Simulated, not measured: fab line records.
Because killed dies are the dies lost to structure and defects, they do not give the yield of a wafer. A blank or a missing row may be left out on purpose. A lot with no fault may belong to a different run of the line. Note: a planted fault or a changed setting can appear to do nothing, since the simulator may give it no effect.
The tool behind it: which one? :: flow n5-finfet :: 22 lots, 66 wafers sampled, at 3 steps of a route of 1938

## WHAT EACH GAUGE READ, for each wafer
N5_BEOL_M8_INSPECT_13: inspects for defects (brightfield).
lot: L074
measured: day 8 17:22
on: defect-inspect-01
raw-defect-count: 272 253 281

lot: L075
measured: day 9 12:41
on: defect-inspect-01
raw-defect-count: 498 480 434

lot: L076
measured: day 9 19:23
on: defect-inspect-02
raw-defect-count: 423 316 410

lot: L077
measured: day 9 18:08
on: defect-inspect-02
raw-defect-count: 411 357 476

lot: L078
measured: day 10 05:26
on: defect-inspect-01
raw-defect-count: 321 449 300

lot: L079
measured: day 10 10:04
on: defect-inspect-02
raw-defect-count: 497 402 306

lot: L080
measured: day 10 11:19
on: defect-inspect-02
raw-defect-count: 458 371 504

lot: L081
measured: day 10 16:56
on: defect-inspect-01
raw-defect-count: 408 426 383

lot: L082
measured: day 11 08:04
on: defect-inspect-02
raw-defect-count: 341 493 312

lot: L083
measured: day 11 10:18
on: defect-inspect-01
raw-defect-count: 388 471 403

lot: L084
measured: day 11 11:40
on: defect-inspect-01
raw-defect-count: 355 300 406

lot: L085
measured: day 11 17:14
on: defect-inspect-02
raw-defect-count: 427 318 403

lot: L086
measured: day 12 16:14
on: defect-inspect-02
raw-defect-count: 352 324 353

lot: L088
measured: day 12 16:25
on: defect-inspect-01
raw-defect-count: 561 589 721

lot: L087
measured: day 12 16:35
on: defect-inspect-01
raw-defect-count: 319 318 280

lot: L089
measured: day 13 03:59
on: defect-inspect-01
raw-defect-count: 436 503 567

lot: L090
measured: day 13 09:32
on: defect-inspect-01
raw-defect-count: 513 348 368

lot: L092
measured: day 13 17:33
on: defect-inspect-01
raw-defect-count: 401 360 426

lot: L094
measured: day 13 20:06
on: defect-inspect-02
raw-defect-count: 337 385 268

lot: L091
measured: day 14 05:52
on: defect-inspect-01
raw-defect-count: 374 408 447

lot: L096
measured: day 15 05:19
on: defect-inspect-02
raw-defect-count: 324 336 457

lot: L097
measured: day 15 14:29
on: defect-inspect-01
raw-defect-count: 300 362 366

## WHAT TOOL EACH LOT RAN ON (gives the tool, then ch and the chambers of the sampled wafers, and finally the start)
lot: L074
N5_BEOL_M6_ETCH_41: rie-diel-02 ch 0,1,2, day 8 05:44 or earlier
N5_BEOL_M6_CURE_75: uv-cure-01 ch 1, day 8 05:44

lot: L075
N5_BEOL_M6_ETCH_41: rie-diel-06 ch 0,1,2, day 8 21:25 or earlier
N5_BEOL_M6_CURE_75: uv-cure-03 ch 0, day 8 21:25

lot: L076
N5_BEOL_M6_ETCH_41: rie-diel-01 ch 0,1,2, day 9 02:01 or earlier
N5_BEOL_M6_CURE_75: uv-cure-03 ch 0, day 9 02:01

lot: L077
N5_BEOL_M6_ETCH_41: rie-diel-01 ch 1,3, day 9 02:36 or earlier
N5_BEOL_M6_CURE_75: uv-cure-02 ch 0, day 9 02:36

lot: L078
N5_BEOL_M6_ETCH_41: rie-diel-02 ch 1,2,3, day 9 18:37 or earlier
N5_BEOL_M6_CURE_75: uv-cure-03 ch 2, day 9 18:37

lot: L079
N5_BEOL_M6_ETCH_41: rie-diel-01 ch 0,1,2, day 9 21:26 or earlier
N5_BEOL_M6_CURE_75: uv-cure-02 ch 1, day 9 21:26

lot: L080
N5_BEOL_M6_ETCH_41: rie-diel-06 ch 1,2,3, day 10 00:14 or earlier
N5_BEOL_M6_CURE_75: uv-cure-02 ch 0, day 10 00:14

lot: L081
N5_BEOL_M6_ETCH_41: rie-diel-02 ch 0,3, day 10 04:19 or earlier
N5_BEOL_M6_CURE_75: uv-cure-01 ch 1, day 10 04:19

lot: L082
N5_BEOL_M6_ETCH_41: rie-diel-02 ch 2,3, day 10 20:44 or earlier
N5_BEOL_M6_CURE_75: uv-cure-03 ch 0, day 10 20:44

lot: L083
N5_BEOL_M6_ETCH_41: rie-diel-06 ch 0,1,2, day 10 22:47 or earlier
N5_BEOL_M6_CURE_75: uv-cure-03 ch 2, day 10 22:47

lot: L084
N5_BEOL_M6_ETCH_41: rie-diel-02 ch 0,1,2, day 11 01:50 or earlier
N5_BEOL_M6_CURE_75: uv-cure-03 ch 0, day 11 01:50

lot: L085
N5_BEOL_M6_ETCH_41: rie-diel-06 ch 1,2, day 11 03:43 or earlier
N5_BEOL_M6_CURE_75: uv-cure-02 ch 2, day 11 03:43

lot: L086
N5_BEOL_M6_ETCH_41: rie-diel-01 ch 1,2, day 12 00:28 or earlier
N5_BEOL_M6_CURE_75: uv-cure-01 ch 0, day 12 00:28

lot: L088
N5_BEOL_M6_ETCH_41: rie-diel-06 ch 0,2,3, day 12 02:56 or earlier
N5_BEOL_M6_CURE_75: uv-cure-02 ch 2, day 12 02:56

lot: L087
N5_BEOL_M6_ETCH_41: rie-diel-02 ch 0,3, day 12 05:12 or earlier
N5_BEOL_M6_CURE_75: uv-cure-02 ch 0, day 12 05:12

lot: L089
N5_BEOL_M6_ETCH_41: rie-diel-02 ch 0,3, day 12 09:19 or earlier
N5_BEOL_M6_CURE_75: uv-cure-01 ch 1, day 12 09:19

lot: L090
N5_BEOL_M6_ETCH_41: rie-diel-01 ch 2,3, day 12 21:15 or earlier
N5_BEOL_M6_CURE_75: uv-cure-03 ch 2, day 12 21:15

lot: L092
N5_BEOL_M6_ETCH_41: rie-diel-02 ch 0,3, day 13 06:17 or earlier
N5_BEOL_M6_CURE_75: uv-cure-02 ch 0, day 13 06:17

lot: L094
N5_BEOL_M6_ETCH_41: rie-diel-02 ch 1,3, day 13 07:53 or earlier
N5_BEOL_M6_CURE_75: uv-cure-02 ch 2, day 13 07:53

lot: L091
N5_BEOL_M6_ETCH_41: rie-diel-02 ch 0,1, day 13 19:34 or earlier
N5_BEOL_M6_CURE_75: uv-cure-02 ch 0, day 13 19:34

lot: L096
N5_BEOL_M6_ETCH_41: rie-diel-06 ch 0,1,2, day 14 12:53 or earlier
N5_BEOL_M6_CURE_75: uv-cure-01 ch 2, day 14 12:53

lot: L097
N5_BEOL_M6_ETCH_41: rie-diel-02 ch 0,1, day 15 03:17 or earlier
N5_BEOL_M6_CURE_75: uv-cure-03 ch 0, day 15 03:17
- N5_BEOL_M6_ETCH_41: etches SiCN in CH3F/O2, target depth 29.7 nm, time 52 s.
- N5_BEOL_M6_CURE_75: cures SiCOH lowk, time 120 s.

## AS READ BY THE TOOLS THEMSELVES (means over the sampled wafers that have a number; for cases with no such wafer, the mark the record gives instead)
N5_BEOL_M6_ETCH_41.
lot: L074
tool: rie-diel-02
drypump-motor-current-A (A): 5.7
oes-product-au (a.u.): 0.84
rf-fwd-power-W (W): 389.9
rf-vpp-V (V): 298.4
showerhead-plenum-p-Torr (Torr): 2.06
throttle-valve-pct (%): 16.05

lot: L075
tool: rie-diel-06
drypump-motor-current-A (A): 5.8
oes-product-au (a.u.): 0.85
rf-fwd-power-W (W): 391.8
rf-vpp-V (V): 298.4
showerhead-plenum-p-Torr (Torr): 2.06
throttle-valve-pct (%): 16.30

lot: L076
tool: rie-diel-01
drypump-motor-current-A (A): 5.9
oes-product-au (a.u.): 0.78
rf-fwd-power-W (W): 390.1
rf-vpp-V (V): 296.2
showerhead-plenum-p-Torr (Torr): 1.95
throttle-valve-pct (%): 16.38

lot: L077
tool: rie-diel-01
drypump-motor-current-A (A): 5.5
oes-product-au (a.u.): 0.73
rf-fwd-power-W (W): 391.7
rf-vpp-V (V): 297.1
showerhead-plenum-p-Torr (Torr): 1.97
throttle-valve-pct (%): 16.42

lot: L078
tool: rie-diel-02
drypump-motor-current-A (A): 5.4
oes-product-au (a.u.): 0.81
rf-fwd-power-W (W): 389.7
rf-vpp-V (V): 297.4
showerhead-plenum-p-Torr (Torr): 2.01
throttle-valve-pct (%): 16.19

lot: L079
tool: rie-diel-01
drypump-motor-current-A (A): 5.9
oes-product-au (a.u.): 0.77
rf-fwd-power-W (W): 390.9
rf-vpp-V (V): 296.6
showerhead-plenum-p-Torr (Torr): 1.94
throttle-valve-pct (%): 16.40

lot: L080
tool: rie-diel-06
drypump-motor-current-A (A): 5.7
oes-product-au (a.u.): 0.83
rf-fwd-power-W (W): 390.8
rf-vpp-V (V): 298.1
showerhead-plenum-p-Torr (Torr): 2.05
throttle-valve-pct (%): 16.32

lot: L081
tool: rie-diel-02
drypump-motor-current-A (A): 5.5
oes-product-au (a.u.): 0.83
rf-fwd-power-W (W): 391.3
rf-vpp-V (V): 296.9
showerhead-plenum-p-Torr (Torr): 2.00
throttle-valve-pct (%): 16.17

lot: L082
tool: rie-diel-02
drypump-motor-current-A (A): 5.1
oes-product-au (a.u.): 0.80
rf-fwd-power-W (W): 391.6
rf-vpp-V (V): 297.2
showerhead-plenum-p-Torr (Torr): 1.98
throttle-valve-pct (%): 16.33

lot: L083
tool: rie-diel-06
drypump-motor-current-A (A): 5.8
oes-product-au (a.u.): 0.83
rf-fwd-power-W (W): 394.0
rf-vpp-V (V): 298.8
showerhead-plenum-p-Torr (Torr): 2.05
throttle-valve-pct (%): 16.33

lot: L084
tool: rie-diel-02
drypump-motor-current-A (A): 5.7
oes-product-au (a.u.): 0.80
rf-fwd-power-W (W): 389.6
rf-vpp-V (V): 299.3
showerhead-plenum-p-Torr (Torr): 2.05
throttle-valve-pct (%): 16.10

lot: L085
tool: rie-diel-06
drypump-motor-current-A (A): 5.8
oes-product-au (a.u.): 0.84
rf-fwd-power-W (W): 391.7
rf-vpp-V (V): 298.0
showerhead-plenum-p-Torr (Torr): 2.05
throttle-valve-pct (%): 16.38

lot: L086
tool: rie-diel-01
drypump-motor-current-A (A): 6.0
oes-product-au (a.u.): 0.80
rf-fwd-power-W (W): 390.8
rf-vpp-V (V): 296.3
showerhead-plenum-p-Torr (Torr): 1.96
throttle-valve-pct (%): 16.25

lot: L088
tool: rie-diel-06
drypump-motor-current-A (A): 5.3
oes-product-au (a.u.): 0.84
rf-fwd-power-W (W): 391.7
rf-vpp-V (V): 299.7
showerhead-plenum-p-Torr (Torr): 2.11
throttle-valve-pct (%): 16.30

lot: L087
tool: rie-diel-02
drypump-motor-current-A (A): 5.1
oes-product-au (a.u.): 0.79
rf-fwd-power-W (W): 391.6
rf-vpp-V (V): 295.8
showerhead-plenum-p-Torr (Torr): 1.96
throttle-valve-pct (%): 16.31

lot: L089
tool: rie-diel-02
drypump-motor-current-A (A): 5.4
oes-product-au (a.u.): 0.81
rf-fwd-power-W (W): 391.3
rf-vpp-V (V): 296.1
showerhead-plenum-p-Torr (Torr): 1.99
throttle-valve-pct (%): 16.21

lot: L090
tool: rie-diel-01
drypump-motor-current-A (A): 6.2
oes-product-au (a.u.): 0.83
rf-fwd-power-W (W): 390.8
rf-vpp-V (V): 296.0
showerhead-plenum-p-Torr (Torr): 1.94
throttle-valve-pct (%): 16.19

lot: L092
tool: rie-diel-02
drypump-motor-current-A (A): 5.1
oes-product-au (a.u.): 0.78
rf-fwd-power-W (W): 390.0
rf-vpp-V (V): 295.9
showerhead-plenum-p-Torr (Torr): 1.96
throttle-valve-pct (%): 16.34

lot: L094
tool: rie-diel-02
drypump-motor-current-A (A): 5.0
oes-product-au (a.u.): 0.78
rf-fwd-power-W (W): 391.3
rf-vpp-V (V): 295.2
showerhead-plenum-p-Torr (Torr): 1.95
throttle-valve-pct (%): 16.32

lot: L091
tool: rie-diel-02
drypump-motor-current-A (A): 5.7
oes-product-au (a.u.): 0.79
rf-fwd-power-W (W): 390.4
rf-vpp-V (V): 297.6
showerhead-plenum-p-Torr (Torr): 2.01
throttle-valve-pct (%): 16.08

lot: L096
tool: rie-diel-06
drypump-motor-current-A (A): 5.8
oes-product-au (a.u.): 0.80
rf-fwd-power-W (W): 392.5
rf-vpp-V (V): 298.2
showerhead-plenum-p-Torr (Torr): 2.04
throttle-valve-pct (%): 16.38

lot: L097
tool: rie-diel-02
drypump-motor-current-A (A): 5.8
oes-product-au (a.u.): 0.78
rf-fwd-power-W (W): 389.2
rf-vpp-V (V): 298.1
showerhead-plenum-p-Torr (Torr): 2.01
throttle-valve-pct (%): 16.13

N5_BEOL_M6_CURE_75.
lot: L074
tool: uv-cure-01
lamp-power-pct (%): 52.30
wafer_temp_C_max: 370.7

lot: L075
tool: uv-cure-03
lamp-power-pct (%): 52.34
wafer_temp_C_max: 371.4

lot: L076
tool: uv-cure-03
lamp-power-pct (%): 52.40
wafer_temp_C_max: 371.2

lot: L077
tool: uv-cure-02
lamp-power-pct (%): 52.26
wafer_temp_C_max: 370.9

lot: L078
tool: uv-cure-03
lamp-power-pct (%): 52.31
wafer_temp_C_max: 372.2

lot: L079
tool: uv-cure-02
lamp-power-pct (%): 52.31
wafer_temp_C_max: 371.0

lot: L080
tool: uv-cure-02
lamp-power-pct (%): 52.33
wafer_temp_C_max: 370.9

lot: L081
tool: uv-cure-01
lamp-power-pct (%): 52.30
wafer_temp_C_max: 371.0

lot: L082
tool: uv-cure-03
lamp-power-pct (%): 52.32
wafer_temp_C_max: 371.3

lot: L083
tool: uv-cure-03
lamp-power-pct (%): 52.30
wafer_temp_C_max: 372.6

lot: L084
tool: uv-cure-03
lamp-power-pct (%): 52.30
wafer_temp_C_max: 371.4

lot: L085
tool: uv-cure-02
lamp-power-pct (%): 52.30
wafer_temp_C_max: 370.9

lot: L086
tool: uv-cure-01
lamp-power-pct (%): 52.35
wafer_temp_C_max: 371.5

lot: L088
tool: uv-cure-02
lamp-power-pct (%): 52.34
wafer_temp_C_max: 371.3

lot: L087
tool: uv-cure-02
lamp-power-pct (%): 52.25
wafer_temp_C_max: 371.1

lot: L089
tool: uv-cure-01
lamp-power-pct (%): 52.29
wafer_temp_C_max: 370.8

lot: L090
tool: uv-cure-03
lamp-power-pct (%): 52.32
wafer_temp_C_max: 372.5

lot: L092
tool: uv-cure-02
lamp-power-pct (%): 52.26
wafer_temp_C_max: 370.8

lot: L094
tool: uv-cure-02
lamp-power-pct (%): 52.32
wafer_temp_C_max: 371.3

lot: L091
tool: uv-cure-02
lamp-power-pct (%): 52.30
wafer_temp_C_max: 370.8

lot: L096
tool: uv-cure-01
lamp-power-pct (%): 52.33
wafer_temp_C_max: 372.2

lot: L097
tool: uv-cure-03
lamp-power-pct (%): 52.32
wafer_temp_C_max: 371.4

## THE ANSWER, worked out from the rows above alone
Rule: usual is defined by the lots themselves. Put in order of their means at a reading, lots are off if they are a third of the lots or fewer, leave a main group of 4 or more, and stand apart from it by a gap of 3 or more times the standard deviation of the main group's means; of several such gaps the widest counts. A main group whose means are all the same, to the digits that the tables above print for the reading, isn't used. A lot without any number at a reading at which 4 lots or more have one is off too. Any other lot the step has rows for is counted as sound. After the gauges, taken in route order, come the tools' own readings; for these a lot's mean is taken, as printed above. The first step at which some lot is off is used, and at that step the reading that is off furthest; a lot without a number counts as furthest.
None of the lots is off at any reading shown; this tells nothing.

## WHAT HAD BEEN PUT IN BY THE SIMULATOR
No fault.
